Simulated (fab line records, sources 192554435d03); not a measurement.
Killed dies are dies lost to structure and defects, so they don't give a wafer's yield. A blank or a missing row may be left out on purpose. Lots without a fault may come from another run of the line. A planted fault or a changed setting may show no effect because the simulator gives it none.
fab line records | flow n5_finfet
record lots=10 wafers=29 last_day=17
route steps=1938 shown MOL_CONTACT_COAG@619 BEOL_M0_SAQP@639 BEOL_M4@1111
lots that met no fault: from a run of the same line without faults
start_h: hours from the record's first day to the start of the lot's first wafer shown | wait_h: hours since the lot's step before | " the same as in the row above | L1.1+2: a row that stands for several wafers | - no value, or no start given | * or withheld: withheld | < > ~ a bound
route shown NAME@n: a module of which the file shows steps, and the number in the route of the first | usual: mean/standard deviation of fault-free wafers | same: alike in all rows | chamber/n: place in a boat | sites: the reading at each site | _std_site: their standard deviation | _edge_site: outer sites' mean less inner sites' | radius_mm: how far each site lies from the wafer's centre | mask NAME#n: copy n | behind: the tool/chamber that last shaped the wafer | hold: why the lot was held/for how many hours/how that ended | device: the transistor (n, p or np) that didn't switch | end of line: the same wafers' tests at the end of the route | a step without rows: its recipe alone | killed: dies lost to structure and defects at the first sort, not the wafer's yield | map: a wafer's dies, x killed, . not, _ none there
set.NAME: the setting as run; set.NAME@STEP: as run at that earlier step | model.NAME: the simulator's own value behind a step, which no gauge read
steps of the route over a sample of lots; a table a step, a row a wafer
services: from which hour (start_h, from the record's first day; less than 0 if before it) a tool's chamber was out of use, for how many hours, and why
## steps
# step N5_MOL_CONTACT_COAG_STRIP_49
# recipe chemistry=N2/H2 time_s=30 power_w=1000 temp_c=250 pressure_mtorr=withheld n2_flow_sccm=1750 h2_flow_sccm=3250
# usual drypump_motor_current_A=5.7/0.3 heater_power_w=354/37 temp_c=249.99/0.17
# columns lot.wafer tool chamber start_h wait_h drypump_motor_current_A heater_power_w rf_hours_counter_h temp_c
L351.1 plasma_asher-01 1 113.06 - 6.2 318 103 249.95
L351.3 " 1 " " 6.2 320 - 249.80
L351.5 " 1 " " 6.2 325 - 249.67
L353.2 plasma_asher-02 1 117.80 - 5.7 407 36 250.20
L353.5 " 1 " " 5.6 407 - 250.18
L353.6 " 0 " " 5.9 322 - 249.87
L354.1 plasma_asher-02 1 122.88 - 5.6 410 38 250.00
L354.2 " 0 " " 5.9 314 38 250.06
L354.4 " 1 " " 5.6 397 - 250.02
L356.2 plasma_asher-02 1 139.15 - 5.6 395 41 249.85
L356.3 " 0 " " 5.9 315 - 250.08
L356.4 " 1 " " 5.6 397 - 250.16
L357.2 plasma_asher-02 1 142.42 - 5.6 390 41 249.85
L357.4 " 1 " " 5.6 400 - 249.76
L357.5 " 1 " " 5.6 404 - 249.80
L358.1 plasma_asher-01 1 148.50 - 6.2 320 110 249.98
L358.3 " 1 " " 6.2 320 - 250.09
L358.6 " 0 " " 5.2 363 - 250.39
L359.1 plasma_asher-02 1 161.55 - 5.6 397 45 250.06
L359.3 " 1 " " 5.6 403 - 250.34
L371.1 plasma_asher-02 1 228.74 - 5.6 400 57 249.88
L371.4 " 1 " " 5.6 391 - 249.93
L371.5 " 1 " " 5.6 394 - 249.95
L372.1 plasma_asher-01 1 232.70 - 6.2 328 128 250.22
L372.2 " 0 " " 5.2 376 128 249.71
L372.6 " 1 " " 6.2 318 - 250.29
L373.1 plasma_asher-02 0 240.70 - 5.9 321 58 250.24
L373.3 " 1 " " 5.7 398 - 249.82
L373.5 " 0 " " 5.9 318 - 250.11
# step N5_BEOL_M0_SAQP_THK_MEAS_05
# usual thk_nm=59.7/0.84
# columns lot.wafer tool chamber start_h wait_h thk_nm
L351.1 film_metro-02 - 118.24 0.1 59.6
L351.3 " - " " 59.7
L351.5 " - " " 60.5
L353.2 film_metro-02 - 124.64 0.1 59.8
L353.5 " - " " 60.4
L353.6 " - " " 60.4
L354.1 film_metro-02 - 127.67 0.1 58.6
L354.2 " - " " 57.5
L354.4 " - " " 60.4
L356.2 film_metro-02 - 145.38 0.1 58.0
L356.3 " - " " 58.9
L356.4 " - " " 59.4
L357.2 film_metro-01 - 148.71 0.1 59.6
L357.4 " - " " 60.4
L357.5 " - " " 60.6
L358.1 film_metro-01 - 155.02 0.1 59.5
L358.3 " - " " 61.1
L358.6 " - " " 60.9
L359.1 film_metro-02 - 167.70 0.1 59.8
L359.3 " - " " 60.7
L371.1 film_metro-02 - 234.72 0.1 59.2
L371.4 " - " " 58.9
L371.5 " - " " 60.5
L372.1 film_metro-01 - 239.69 0.1 58.2
L372.2 " - " " 59.0
L372.6 " - " " 60.5
L373.1 film_metro-01 - 246.83 0.1 59.5
L373.3 " - " " 58.6
L373.5 " - " " 60.0
# step N5_BEOL_M0_SAQP_HM_DEP_111
# recipe material=SiO2 target_thk_a=120 temp_c=400 precursor=SiH4/N2O pressure_torr=0.75 rf_w=275 time_s=7.2
# usual heater_power_w=747/81 showerhead_plenum_p_Torr=8.14/0.11 susceptor_temp_C=400.03/0.21
# columns lot.wafer tool chamber start_h wait_h heater_power_w showerhead_plenum_p_Torr since_wet_clean_h susceptor_temp_C
L351.1 pecvd-04 1 118.28 0.0 817 8.05 1366 399.75
L351.3 " 0 " " 668 8.06 641 400.34
L351.5 " 0 " " 680 8.08 - 400.22
L353.2 pecvd-04 2 124.68 0.0 734 8.13 2097 400.41
L353.5 " 0 " " 709 8.09 - 400.00
L353.6 " 2 " " 765 8.13 - 400.38
L354.1 pecvd-04 2 127.71 0.0 675 8.14 2100 399.97
L354.2 " 1 " " 818 8.04 1375 400.24
L354.4 " 0 " " 591 8.09 - 399.92
L356.2 pecvd-01 1 145.42 0.0 858 8.22 1937 399.89
L356.3 " 2 " " 864 8.25 451 400.10
L356.4 " 2 " " 841 8.22 - 400.26
L357.2 pecvd-04 2 148.75 0.0 671 8.13 2121 399.70
L357.4 " 1 " " 730 8.04 - 400.24
L357.5 " 0 " " 697 8.05 - 400.29
L358.1 pecvd-04 2 155.05 0.0 666 8.13 2128 400.03
L358.3 " 1 " " 785 8.06 1403 399.93
L358.6 " 2 " " 674 8.12 - 399.76
L359.1 pecvd-04 0 167.74 0.0 697 8.09 690 400.20
L359.3 " 0 " " 693 8.07 - 399.89
L371.1 pecvd-02 2 234.76 0.0 646 8.07 185 400.16
L371.4 " 2 " " 647 8.06 - 400.34
L371.5 " 0 " " 904 8.05 - 400.02
L372.1 pecvd-02 0 239.72 0.0 810 8.07 944 400.03
L372.2 " 1 " " 645 8.37 1669 399.99
L372.6 " 1 " " 661 8.36 - 399.96
L373.1 pecvd-04 1 246.87 0.0 688 8.05 1495 400.13
L373.3 " 2 " " 664 8.09 16 400.22
L373.5 " 2 " " 691 8.10 - 400.31
# step N5_BEOL_M0_SAQP_COAT_82
# recipe resist=SiARC temp_c=220 time_s=60 spin_rpm=1500 resist_thk_nm=30
# usual dispense_pressure_kPa=45.1/1.1 run_length_s=66.19/0.17
# columns lot.wafer tool chamber start_h wait_h dispense_pressure_kPa run_length_s
L351.1 litho_track-05 0 118.36 - 47.3 66.17
L351.3 " 0 " " 47.3 66.18
L351.5 " 0 " " 47.3 66.00
L353.2 litho_track-01 0 124.76 - 44.5 66.17
L353.5 " 0 " " 44.5 66.26
L353.6 " 0 " " 44.5 66.19
L354.1 litho_track-01 0 127.78 - 44.5 66.15
L354.2 " 0 " " 44.5 66.23
L354.4 " 0 " " 44.5 66.20
L356.2 litho_track-01 0 145.50 - 44.5 66.16
L356.3 " 0 " " 44.5 66.24
L356.4 " 0 " " 44.5 66.37
L357.2 litho_track-05 0 148.83 - 47.3 66.04
L357.4 " 0 " " 47.3 66.00
L357.5 " 0 " " 47.3 66.42
L358.1 litho_track-01 0 155.13 - 44.5 66.22
L358.3 " 0 " " 44.5 66.48
L358.6 " 0 " " 44.5 66.35
L359.1 litho_track-01 0 167.84 - 44.5 66.27
L359.3 " 0 " " 44.5 69.08
L371.1 litho_track-03 0 234.84 - 44.6 65.91
L371.4 " 0 " " 44.6 65.99
L371.5 " 0 " " 44.5 65.90
L372.1 litho_track-03 0 239.80 - 44.5 65.84
L372.2 " 0 " " 44.6 65.95
L372.6 " 0 " " 44.6 65.84
L373.1 litho_track-03 0 246.95 - 44.5 65.88
L373.3 " 0 " " 44.5 66.16
L373.5 " 0 " " 44.6 65.93
# step N5_BEOL_M4_RC_MEAS_101
# usual DIBL_N=36.3/1.7 DIBL_P=36.5/1.8 IOFF_N=0.16/0.033 IOFF_P=0.21/0.037 ION_N=675/11 ION_P=462/7.9 SS_N=71.6/0.64 SS_P=73.3/0.68 VT_N=249/3.3 VT_P=-250/3.3
# columns lot.wafer tool chamber start_h wait_h DIBL_N[mV/V] DIBL_P[mV/V] IOFF_N[nA/um] IOFF_P[nA/um] ION_N[uA/um] ION_P[uA/um] SS_N[mV/dec] SS_P[mV/dec] VT_N[mV] VT_P[mV]
L351.1 prober-02 0 179.55 0.0 33.6 34.1 0.14 0.21 673 467 71.1 73.2 248 -248
L351.3 " 0 " " 36.4 37.0 0.18 0.25 679 468 72.3 73.4 250 -249
L351.5 " 0 " " 35.8 36.4 0.17 0.24 676 467 71.8 73.1 249 -246
L353.2 prober-01 0 181.49 0.2 35.7 36.1 0.15 0.18 682 467 71.0 73.3 251 -251
L353.5 " 0 " " 33.6 33.4 0.11 0.14 681 462 71.0 72.8 255 -257
L353.6 " 0 " " 36.1 36.5 0.14 0.18 677 463 71.5 73.3 253 -253
L354.1 prober-01 0 182.71 0.0 36.4 35.8 0.15 0.22 672 463 72.0 72.9 249 -248
L354.2 " 0 " " 38.2 38.6 0.19 0.26 682 470 71.9 74.6 245 -246
L354.4 " 0 " " 37.6 37.2 0.16 0.24 671 466 72.3 74.0 250 -245
L357.2 prober-02 0 198.17 0.2 33.1 32.8 0.11 0.17 665 462 70.6 72.3 255 -253
L357.4 " 0 " " 34.9 33.6 0.12 0.18 656 455 70.5 71.4 253 -250
L357.5 " 0 " " 33.9 33.6 0.11 0.18 668 461 70.7 71.8 255 -251
L356.2 prober-01 0 202.29 0.2 37.3 38.4 0.18 0.24 680 466 72.3 72.8 247 -251
L356.3 " 0 " " 36.6 36.7 0.17 0.22 688 459 71.7 72.8 250 -253
L356.4 " 0 " " 37.0 37.8 0.17 0.24 676 465 72.3 73.0 249 -248
L358.1 prober-02 0 207.58 0.0 37.4 38.4 0.18 0.24 660 460 72.2 73.5 251 -247
L358.3 " 0 " " 35.1 34.8 0.14 0.18 658 445 71.9 72.8 254 -251
L358.6 " 0 " " 32.3 33.3 0.11 0.16 657 457 70.5 72.1 255 -254
L359.1 prober-02 0 223.77 0.1 34.4 34.8 0.11 0.16 662 448 70.0 72.8 253 -257
L359.3 " 0 " " 36.9 38.2 0.15 0.20 662 450 71.1 73.8 251 -253
L371.1 prober-02 0 291.64 0.0 40.0 40.9 0.28 0.27 717 475 72.9 74.6 241 -250
L371.4 " 0 " " 38.2 38.7 0.23 0.24 695 461 73.1 74.5 242 -249
L371.5 " 0 " " 37.6 37.9 0.21 0.22 687 459 71.7 73.4 245 -251
L373.1 prober-01 0 298.10 0.0 33.2 33.6 0.12 0.16 669 452 71.2 72.4 252 -256
L373.3 " 0 " " 36.3 37.7 0.18 0.21 678 461 71.9 74.4 248 -250
L373.5 " 0 " " 36.8 38.6 0.19 0.22 677 458 72.1 74.3 246 -253
L372.1 prober-02 0 298.18 0.0 36.2 35.1 0.14 0.17 662 447 71.2 73.8 253 -251
L372.2 " 0 " " 37.3 36.3 0.16 0.18 677 458 72.1 73.9 249 -254
L372.6 " 0 " " 37.5 37.0 0.16 0.20 673 458 71.5 74.2 247 -253
## services
# columns tool chamber start_h hours kind
pecvd-01 2 92.25 19.5 repair
pecvd-01 0 103.81 5.3 repair
pecvd-01 2 119.08 2.1 scheduled_down
pecvd-02 - 136.08 14.6 pm
pecvd-02 0 153.68 4.6 repair
pecvd-04 1 163.50 5.5 scheduled_down
pecvd-02 1 192.94 5.5 scheduled_down
pecvd-04 2 202.38 - clean
pecvd-04 2 202.38 - consumable_replace:showerhead
pecvd-04 2 202.38 29.0 scheduled_down
pecvd-04 2 202.38 29.0 vent_cycle
litho_track-03 - 220.75 - consumable_replace:filter
pecvd-01 1 224.34 2.1 scheduled_down
plasma_asher-01 - 232.93 1.9 repair
## key
first_sign step=N5_BEOL_M0_SAQP_COAT_82 reading=run_length_s direction=up sigmas=17 usual=* struck=*
effect none on later readings
met_at N5_BEOL_M0_SAQP_COAT_82
struck_lots L359
struck_wafers L359.3
not_acting_at N5_MOL_CONTACT_COAG_STRIP_49,N5_BEOL_M0_SAQP_THK_MEAS_05,N5_BEOL_M0_SAQP_HM_DEP_111
onset_between 155.13 167.84
fault kind=process_parameter_drift tool=litho_track-01 chamber=- onset_h=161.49 steps=N5_BEOL_M0_SAQP_COAT_82 channel=time_s offset=* shape=step end_h=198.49 scope=struck_wafers_only acts_in=* stated=*
